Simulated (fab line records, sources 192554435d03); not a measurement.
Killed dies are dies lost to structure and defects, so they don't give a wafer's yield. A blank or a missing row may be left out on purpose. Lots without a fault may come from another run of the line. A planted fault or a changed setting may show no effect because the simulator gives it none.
fab line records | flow n5_finfet
record lots=3 wafers=9 last_day=17
route steps=1938 shown PMOS_HMC_CHANNEL_EPI@62 FIN_SAQP@90 BEOL_M4@1111 PASSIVATION@1936
lots that met no fault: from a run of the same line without faults
start_h: hours from the record's first day to the start of the lot's first wafer shown | wait_h: hours since the lot's step before | " the same as in the row above | L1.1+2: a row that stands for several wafers | - no value, or no start given | * or withheld: withheld | < > ~ a bound
route shown NAME@n: a module of which the file shows steps, and the number in the route of the first | usual: mean/standard deviation of fault-free wafers | same: alike in all rows | chamber/n: place in a boat | sites: the reading at each site | _std_site: their standard deviation | _edge_site: outer sites' mean less inner sites' | radius_mm: how far each site lies from the wafer's centre | mask NAME#n: copy n | behind: the tool/chamber that last shaped the wafer | hold: why the lot was held/for how many hours/how that ended | device: the transistor (n, p or np) that didn't switch | end of line: the same wafers' tests at the end of the route | a step without rows: its recipe alone | killed: dies lost to structure and defects at the first sort, not the wafer's yield | map: a wafer's dies, x killed, . not, _ none there
set.NAME: the setting as run; set.NAME@STEP: as run at that earlier step | model.NAME: the simulator's own value behind a step, which no gauge read
lots at some steps of the route; a table a step, a row a wafer
services: from which hour (start_h, from the record's first day; less than 0 if before it) a tool's chamber was out of use, for how many hours, and why
## steps
# step N5_PMOS_HMC_CHANNEL_EPI_EXPOSE_06
# recipe mask_id=PMOS_HMC_BLK na=1.35 source_shape=conventional sigma_outer=0.8 polarization=unpolarized target_cd_nm=240 dose_mj=41
# step N5_PMOS_HMC_CHANNEL_EPI_PEB_07
# recipe peb_temp_c=110 peb_time_s=60 resist=CAR-ArF-block
# step N5_PMOS_HMC_CHANNEL_EPI_DEVELOP_08
# recipe develop_time_s=30 developer=TMAH resist=CAR-ArF-block dev_temp_c=23 rinse_liquid=diw dry=air_spin
# step N5_PMOS_HMC_CHANNEL_EPI_DESCUM_14
# recipe chemistry=O2 time_s=7.9 source_power_w=50 bias_power_w=20 pressure_mtorr=20 rf_frequency_hz=2.712e+07 temp_c=40 resist=CAR-ArF-block o2_flow_sccm=225
# step N5_PMOS_HMC_CHANNEL_EPI_ETCH_32
# recipe chemistry=N2/H2 target=BARC stop_on=SiO2 target_depth_a=858 over_etch_frac=0.3 time_s=50.3 ion_energy_ev=200 mask_material=CAR-ArF-block pressure_mtorr=30 source_w=840 bias_w=150 n2_flow_sccm=200 h2_flow_sccm=200
# step N5_PMOS_HMC_CHANNEL_EPI_HM_OPEN_15
# recipe chemistry=CHF3/O2 target=SiO2 mask_material=CAR-ArF-block target_depth_a=406 CHF3_flow_sccm=50 O2_flow_sccm=5 Ar_flow_sccm=200 time_s=20.3 pressure_mtorr=30 source_w=650 bias_w=170 ion_energy_ev=200
# step N5_PMOS_HMC_CHANNEL_EPI_STRIP_33
# recipe chemistry=N2/H2 power_w=500 temp_c=40 pressure_mtorr=50 rf_frequency_hz=6e+07 overash_fraction=0.3 bias_power_w=8 h2_frac=0.5 n2_flow_sccm=300 h2_flow_sccm=300
# step N5_PMOS_HMC_CHANNEL_EPI_STRIP_17
# recipe chemistry=SPM time_s=750 temp_c=130 h2so4_h2o2_vol_ratio=4 dry=ipa_marangoni
# step N5_PMOS_HMC_CHANNEL_EPI_ETCH_38
# recipe chemistry=CF4 target=SiO2 target_depth_a=15 ion_energy_ev=350 pressure_mtorr=10 icp_w=800 bias_w=400 cf4_flow_sccm=80
# step N5_PMOS_HMC_CHANNEL_EPI_FIN_RECESS_16
# recipe chemistry=HBr/Cl2 target=Si mask_material=SiO2 target_depth_a=540 time_s=18 pressure_mtorr=10 icp_w=800 bias_w=75 HBr_flow_sccm=150 Cl2_flow_sccm=80
# usual drypump_motor_current_A=5.9/0.55 oes_product_au=1.003/0.017 rf_fwd_power_W=795.7/2.5 throttle_valve_pct=35.3/0.42
# columns lot.wafer tool chamber start_h wait_h drypump_motor_current_A oes_product_au rf_fwd_power_W rf_hours_counter_h throttle_valve_pct model.etch.depth_nm model.PMOS_HMC_CHANNEL_EPI.feature_depth_nm model.SiO2_of_PMOS_HMC_CHANNEL_EPI_HM_DEP_34.thk_nm
L232.1 rie_si-01 1 72.15 0.0 5.8 0.967 793.0 190 35.3 52.53 52.53 30.49
L232.3 " 2 " " 5.5 0.778 796.0 68 34.8 32.76 32.76 32.37
L232.4 " 3 " " 6.6 1.011 793.9 160 35.0 54.62 54.62 30.75
L242.2 rie_si-05 1 132.60 0.0 5.6 1.001 791.9 190 34.9 54.1 54.1 30.71
L242.4 " 3 " " 5.4 0.993 794.9 113 35.8 52.89 52.89 31.36
L242.6 " 0 " " 6.7 1.023 799.6 - 34.8 54.2 54.2 31.09
L246.1 rie_si-01 2 155.73 0.0 5.5 1.002 792.9 69 34.5 53.06 53.06 29.76
L246.4 " 1 " " 5.8 0.963 795.0 192 35.3 52.38 52.38 31.26
L246.5 " 2 " " 5.5 0.998 798.1 - 34.5 53.29 53.29 30.89
# step N5_PMOS_HMC_CHANNEL_EPI_PRECLEAN_36
# recipe chemistry=O3/DIW time_s=45 temp_c=22 o3_ppm=10
# step N5_PMOS_HMC_CHANNEL_EPI_PRECLEAN_18
# recipe chemistry=DHF time_s=30 temp_c=25 dilution=withheld
# columns lot.wafer tool chamber start_h wait_h model.SiO2_of_PMOS_HMC_CHANNEL_EPI_HM_DEP_34.thk_nm
L232.1 wet_bench-01 7 72.27 0.0 24.98
L232.3 " 2 " " 26.89
L232.4 " 1 " " 25.25
L242.2 wet_bench-03 0 132.71 0.0 25.14
L242.4 " 7 " " 25.79
L242.6 " 6 " " 25.48
L246.1 wet_bench-01 0 155.84 0.0 24.15
L246.4 " 1 " " 25.64
L246.5 " 3 " " 25.27
# step N5_PMOS_HMC_CHANNEL_EPI_SRD_19
# recipe dry=ipa_marangoni do_ppb=5 time_s=30 temp_c=23 rinse_liquid=diw
# step N5_PMOS_HMC_CHANNEL_EPI_EPI_20
# recipe material=SiGe30 mask_material=SiO2 pressure_torr=20 target_thk_a=590 temp_c=600
# step N5_PMOS_HMC_CHANNEL_EPI_HM_STRIP_35
# recipe chemistry=dHF temp_c=25 material=SiO2 target=SiO2 target_depth_a=396 time_s=216
# step N5_PMOS_HMC_CHANNEL_EPI_SRD_39
# recipe dry=ipa_marangoni time_s=30 temp_c=23 rinse_liquid=diw
# step N5_PMOS_HMC_CHANNEL_EPI_CMP_21
# recipe material=SiGe30 post_cmp_clean=alkaline_brush target_thk_nm=54
# step N5_PMOS_HMC_CHANNEL_EPI_THK_MEAS_22
# recipe reads=SiGe30_of_PMOS_HMC_CHANNEL_EPI_EPI_20
# usual HMC_CMP_THK=53.8/0.89
# columns lot.wafer tool chamber start_h wait_h HMC_CMP_THK[nm]
L232.1 film_metro-02 - 73.96 - 52.5
L232.3 " - " " 32.9
L232.4 " - " " 54.6
L242.2 film_metro-02 - 134.42 0.2 54.1
L242.4 " - " " 53.0
L242.6 " - " " 54.2
L246.1 film_metro-02 - 157.53 - 53.0
L246.4 " - " " 52.4
L246.5 " - " " 53.3
# step N5_PMOS_HMC_CHANNEL_EPI_PRECLEAN_40
# recipe chemistry=DHF time_s=30 temp_c=25 dilution=withheld
# step N5_PMOS_HMC_CHANNEL_EPI_PRECLEAN_37
# recipe chemistry=O3/DIW time_s=45 temp_c=22 o3_ppm=10
# step N5_PMOS_HMC_CHANNEL_EPI_PRECLEAN_24
# recipe chemistry=DHF time_s=30 temp_c=25 dilution=withheld
# step N5_PMOS_HMC_CHANNEL_EPI_SRD_25
# recipe dry=ipa_marangoni do_ppb=5 time_s=30 temp_c=23 rinse_liquid=diw
# step N5_PMOS_HMC_CHANNEL_EPI_EPI_26
# recipe material=Si target_thk_a=38 temp_c=650 precursor=SiH4/H2 pressure_torr=20 time_s=22.7
# step N5_FIN_SAQP_PRECLEAN_42
# recipe chemistry=O3/DIW time_s=60 temp_c=22 o3_ppm=10
# step N5_FIN_SAQP_PRECLEAN_00
# recipe chemistry=SC1 time_s=60 temp_c=55 mix=1:2:50
# step N5_FIN_SAQP_PRECLEAN_44
# recipe chemistry=SC2 time_s=45 temp_c=35 mix=1:1:50
# step N5_FIN_SAQP_SRD_01
# recipe dry=ipa_marangoni time_s=30 temp_c=23 rinse_liquid=diw
# step N5_FIN_SAQP_ALD_61
# recipe material=SiO2 target_thk_a=40 temp_c=300 ald_precursor_family=BDEAS ald_co_reactant=O2-plasma pulse_time_s=1 purge_time_s=2 co_reactant_purge_time_s=2 ald_cycles=43 pressure_torr=2
# step N5_FIN_SAQP_DENSIFY_62
# recipe temp_c=700 time_s=60 ambient=N2 idle_temp_c=600 ramp_up_c_per_s=150 ramp_down_c_per_s=60 cool_to_c=600
# step N5_FIN_SAQP_HM_DEP_03
# recipe material=SiNx target_thk_a=380 temp_c=400 precursor=SiH4/NH3/N2 pressure_torr=1.5 rf_w=300 time_s=33.6
# step N5_FIN_SAQP_PECVD_47
# recipe material=a-Si target_thk_a=450 temp_c=400 precursor=SiH4/He pressure_torr=3 rf_w=100 time_s=36.3
# step N5_FIN_SAQP_PECVD_48
# recipe material=SiNx target_thk_a=250 temp_c=400 precursor=SiH4/NH3/N2 pressure_torr=1.5 rf_w=300 time_s=22.1
# step N5_FIN_SAQP_PECVD_06
# recipe material=a-Si target_thk_a=600 temp_c=400 precursor=SiH4/He pressure_torr=3 rf_w=100 time_s=48.1
# step N5_FIN_SAQP_HM_DEP_72
# recipe material=SiO2 target_thk_a=120 temp_c=400 precursor=SiH4/N2O pressure_torr=0.75 rf_w=275 time_s=7.2
# step N5_FIN_SAQP_COAT_49
# recipe resist=SOC temp_c=250 time_s=60 spin_rpm=1500 resist_thk_nm=100
# step N5_BEOL_M4_RC_MEAS_101
# usual CJ_P=5.80/0.19 DIBL_N=36.0/1.6 DIBL_P=36.1/2 IOFF_N=0.160/0.029 IOFF_P=0.21/0.039 ION_N=675/13 ION_P=464/8.8 SS_N=71.5/0.58 SS_P=73.3/0.65 VT_N=250/3.3 VT_P=-249/3.6 VT_P_LONG=-274.4/2.8 VT_P_LVT=-98.0/2.9
# columns lot.wafer tool chamber start_h wait_h CJ_P DIBL_N[mV/V] DIBL_P[mV/V] IOFF_N[nA/um] IOFF_P[nA/um] ION_N[uA/um] ION_P[uA/um] SS_N[mV/dec] SS_P[mV/dec] VT_N[mV] VT_P[mV] VT_P_LONG[mV] VT_P_LVT[mV]
L232.1 prober-02 0 220.01 0.0 5.97 36.2 34.9 0.161 0.21 669 460 71.2 73.3 250 -247 -276.1 -98.0
L232.3 " 0 " " 6.52 38.6 37.4 0.207 0.17 681 361 72.4 73.6 246 -259 -286.0 -106.9
L232.4 " 0 " " 5.59 39.3 39.8 0.235 0.27 705 476 72.2 74.7 241 -248 -271.7 -95.3
L242.2 prober-01 0 298.10 0.2 5.79 34.5 32.2 0.118 0.15 661 451 71.3 71.8 253 -256 -275.2 -99.7
L242.4 " 0 " " 6.00 36.1 35.1 0.159 0.19 672 458 72.0 72.5 247 -253 -276.3 -97.2
L242.6 " 0 " " 5.62 33.9 32.0 0.126 0.15 681 461 70.8 71.9 250 -253 -275.4 -99.3
L246.1 prober-01 0 301.85 0.0 5.94 37.7 37.7 0.188 0.25 670 463 72.1 73.4 248 -244 -269.0 -96.9
L246.4 " 0 " " 6.15 36.6 37.8 0.174 0.26 666 471 72.0 73.7 248 -244 -272.1 -95.6
L246.5 " 0 " " 5.93 35.3 35.9 0.151 0.22 675 465 70.9 72.9 249 -248 -273.4 -98.2
# step N5_PASSIVATION_PROBE_49
# usual defect_limited_yield=91.0/1.3 killed_at_M0_to_M3=36/9.5 killed_at_M4_up=14/5.6 killed_at_contacts=12/6.4 killed_at_front_end=40/10 killed_at_other=3.2/3 killed_dies=107/15 killed_open=69/12 killed_short=35/7.7 sort_bin_5_function=5.3/0.91 sort_bin_6_memory=3.3/0.65 sort_bin_8_speed=0.00/0.012 sort_n_pass=1073/15 sort_yield_pct=91.0/1.3
# same gross_dies=1180 killed_at_back_side=0 sort_bin_4_leakage[%]=0
# columns lot.wafer tool chamber start_h wait_h defect_limited_yield[%] killed_at_M0_to_M3 killed_at_M4_up killed_at_contacts killed_at_front_end killed_at_other killed_dies killed_open killed_short sort_bin_5_function[%] sort_bin_6_memory[%] sort_bin_8_speed[%] sort_n_pass sort_yield_pct[%]
L232.1 prober-02 - 332.97 0.5 90.3 38 13 19 41 3 114 81 33 5.4 4.0 0 1066 90.3
L232.3 prober-02 - 333.07 0.6 92.0 34 23 11 24 2 94 57 33 4.3 3.3 92.03 0 0
L232.4 prober-02 - 333.12 0.7 90.7 51 12 13 34 0 110 66 41 5.3 3.6 0 1070 90.7
L246.1 prober-01 - 410.00 0.0 92.1 20 19 24 29 1 93 63 29 4.3 3.4 0 1087 92.1
L246.4 prober-01 - 410.15 0.2 91.4 35 13 29 22 2 101 76 23 5.3 3.1 0 1079 91.4
L246.5 prober-01 - 410.20 0.2 90.8 42 14 14 36 3 109 63 44 5.1 3.9 0 1071 90.8
# killed by level:class
L232.1 FIN_SAQP:geometric_particle:open=13 MOL_CONTACT_COAG:geometric_particle:open=13 BEOL_M3:geometric_particle:open=11 FIN_SAQP:geometric_particle:short=8 MOL_CONTACT_COAG:geometric_particle:short=6 BEOL_M1:geometric_particle:open=6 BEOL_M0_SAQP:geometric_particle:open=5 BEOL_M2:geometric_particle:open=5
L232.3 MOL_CONTACT_COAG:geometric_particle:open=8 BEOL_M3:geometric_particle:open=8 BEOL_M5:geometric_particle:open=7 BEOL_M0_SAQP:geometric_particle:short=6 BEOL_M0_SAQP:geometric_particle:open=6 BEOL_M1:geometric_particle:open=6 STI_FIN_REVEAL:geometric_particle:open=5 STARTING-WAFER:geometric_particle:open=4
L232.4 MOL_CONTACT_COAG:geometric_particle:open=10 BEOL_M3:geometric_particle:open=10 BEOL_M1:geometric_particle:open=9 BEOL_M0_SAQP:geometric_particle:short=8 FIN_SAQP:geometric_particle:open=7 STI_FIN_REVEAL:geometric_particle:open=6 BEOL_M0_SAQP:geometric_particle:open=6 BEOL_M3:geometric_particle:short=6
L246.1 MOL_CONTACT_COAG:geometric_particle:open=17 BEOL_M4:geometric_particle:open=10 BEOL_M1:geometric_particle:open=7 MOL_CONTACT_COAG:geometric_particle:short=6 FIN_SAQP:geometric_particle:short=5 DUMMY_GATE:geometric_particle:open=5 BEOL_M3:geometric_particle:open=5 FIN_SAQP:geometric_particle:open=4
L246.4 MOL_CONTACT_COAG:geometric_particle:open=27 BEOL_M0_SAQP:geometric_particle:open=8 BEOL_M2:geometric_particle:open=7 BEOL_M4:geometric_particle:open=7 STI_FIN_REVEAL:geometric_particle:open=5 BEOL_M1:geometric_particle:open=4 BEOL_M2:geometric_particle:short=4 BEOL_M7:geometric_particle:open=4
L246.5 BEOL_M0_SAQP:geometric_particle:open=13 BEOL_M0_SAQP:geometric_particle:short=12 MOL_CONTACT_COAG:geometric_particle:open=11 FIN_SAQP:geometric_particle:short=10 BEOL_M4:geometric_particle:open=7 FIN_SAQP:geometric_particle:open=4 STI_FIN_REVEAL:geometric_particle:open=4 BEOL_M2:geometric_particle:open=4
# map L232.1 (x killed, . not)
_________________....x.......________________
______________........x..x......_____________
___________x.....x.................__________
__________...x..x.............x..x.x_________
________....xxx......................._______
_______..x.x...x.x.....................______
______................................x._____
_____x.........x....x...............x....____
____.........x...xx..x.......x............___
___xx.......x........x..............x......__
___x..............x.........x............x.__
__...x...x................x.x.............x._
__...............................x.x.....x.._
_.....x...x.............x....................
_...................x....x.............x.....
_..x.............................x...........
_.............x.......x....x.................
_....x.x....x..........................xx....
_......x..................x.....x............
_............x.x......x...........x.......x..
_x...x.....................x......x....x.....
__..........x.....x......x.....x....x......._
__.......x.x.xx.....x......................._
___....................x..x........x...x...__
___................x.......................__
____....x.x........x.....x.....x.x........___
_____....................................____
______.................x.......x..x....._____
_______.............x...xxx.....x..x...______
________.......x......................_______
__________.....x..........xx....x..._________
___________..x..x.............x....__________
______________..........x.x....._____________
_________________..x.........________________
# map L246.5 (x killed, . not)
_________________............________________
______________.x....x..........._____________
___________.x.....x................__________
__________.x.......x........x..x...._________
________.............x............x..._______
_______..x.....x...........x...........______
______..x...........x...x...........x..._____
_____...........x........................____
____..x......x............x...............___
___...........x...x.......x..........x.....__
___.........x.......x...................x.x__
__.............x....x...........x..........._
__......x....x.x.......x...........x........_
_.........x........x...x........x...........x
_...........................xx......x........
_......x................x........x...........
_.x............x.............x..x............
_...............x.x.....x...x..x.x.....x.....
_..x............................x.......x....
_....xx......................................
_......x.......x..........x.........x....x...
__x...x.....x......x.....x.................._
__................................x.....x..._
___.....x....x...x........x...x...xxx......__
___...............x.x.........x...x........__
____..................x...........x.......___
_____..........x.........................____
______...x..........x.......x..x.....x.._____
_______x................x......x.......______
________........................x....._______
__________........x.xx....x.x......._________
___________...x....x.........x.....__________
______________.................._____________
_________________...........x________________
## services
# columns tool chamber start_h hours kind
rie_si-05 0 115.69 2.7 repair
rie_si-01 0 141.74 4.9 repair
## key
first_sign step=N5_PMOS_HMC_CHANNEL_EPI_FIN_RECESS_16 reading=oes_product_au direction=down sigmas=13 usual=1.003 struck=0.778
effect step=N5_PMOS_HMC_CHANNEL_EPI_THK_MEAS_22 reading=HMC_CMP_THK direction=down sigmas=23 usual=53.8 struck=32.9
effect step=N5_BEOL_M4_RC_MEAS_101 reading=ION_P direction=down sigmas=12 usual=464 struck=361
effect step=N5_BEOL_M4_RC_MEAS_101 reading=VT_P_LONG direction=down sigmas=4.2 usual=-274.4 struck=-286.0
effect step=N5_BEOL_M4_RC_MEAS_101 reading=CJ_P direction=up sigmas=3.8 usual=5.80 struck=6.52
effect step=N5_BEOL_M4_RC_MEAS_101 reading=VT_P_LVT direction=down sigmas=3.1 usual=-98.0 struck=-106.9
effect step=N5_PASSIVATION_PROBE_49 reading=sort_bin_8_speed direction=up sigmas=99+ usual=0.00 struck=92.03
model_effect step=N5_PMOS_HMC_CHANNEL_EPI_FIN_RECESS_16 value=etch.depth_nm without=53.63 struck=32.76
model_effect step=N5_PMOS_HMC_CHANNEL_EPI_PRECLEAN_18 value=SiO2_of_PMOS_HMC_CHANNEL_EPI_HM_DEP_34.thk_nm without=25.3 struck=26.89
met_at N5_PMOS_HMC_CHANNEL_EPI_FIN_RECESS_16
struck_wafers L232.3
fault kind=process_parameter_drift tool=rie_si-01 chamber=- onset_h=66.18 steps=N5_PMOS_HMC_CHANNEL_EPI_FIN_RECESS_16 channel=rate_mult offset=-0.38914 shape=step end_h=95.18 scope=struck_wafers_only
